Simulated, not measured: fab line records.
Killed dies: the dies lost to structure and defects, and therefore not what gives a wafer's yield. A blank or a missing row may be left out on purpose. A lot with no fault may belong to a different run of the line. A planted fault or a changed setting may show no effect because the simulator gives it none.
Matching of chambers ; flow nandHarc ; 4 sister chambers for NHARC_A_STAIRCASE_CMP_152 on cmp-03
The step polishes. 4 wafers are shown with their chamber, then 10 later ones without.

## WAFERS, EACH WITH ITS CHAMBER
wafer;chamber;motorCurrentA (A)
L091.3;0;10.7
L091.6;2;13.1
L093.3;1;10.0
L093.4;3;11.0

## WAFERS WITHOUT THEIR CHAMBER
wafer;motorCurrentA (A)
L093.6;10.7
L092.4;10.8
L092.5;11.5
L092.6;12.4
L094.1;11.3
L094.2;11.2
L094.4;10.7
L097.2;10.7
L097.4;11.7
L097.5;12.7

## WHICH CHAMBER EACH ONE RAN IN
wafer;from the rows above;in truth
L093.6;can't be placed: 0 or 3 or 1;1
L092.4;can't be placed: 0 or 3 or 1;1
L092.5;can't be placed: 3 or 0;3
L092.6;can't be placed: 2 or 3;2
L094.1;can't be placed: 3 or 0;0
L094.2;can't be placed: 3 or 0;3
L094.4;can't be placed: 0 or 3 or 1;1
L097.2;can't be placed: 0 or 3 or 1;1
L097.4;can't be placed: 3 or 0 or 2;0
L097.5;2;2
Correctly placed: 1 of 10. From these rows, 9 cannot be placed; in 9 the true chamber is one of the candidates. Placed wrongly: 0.
How it was worked out, from the rows above alone: a wafer's distance from a chamber is the root of the sum, over the readings, of the square of ((its reading less the chamber's mean) divided by the reading's scatter). If the next closest chamber is less than 2 further off than the closest, the wafer can't be placed; otherwise it belongs to the closest. A chamber's mean is the mean of its shown wafers. The scatter: root of mean squared gap, hidden wafer to nearest shown wafer, with one shown wafer a chamber.
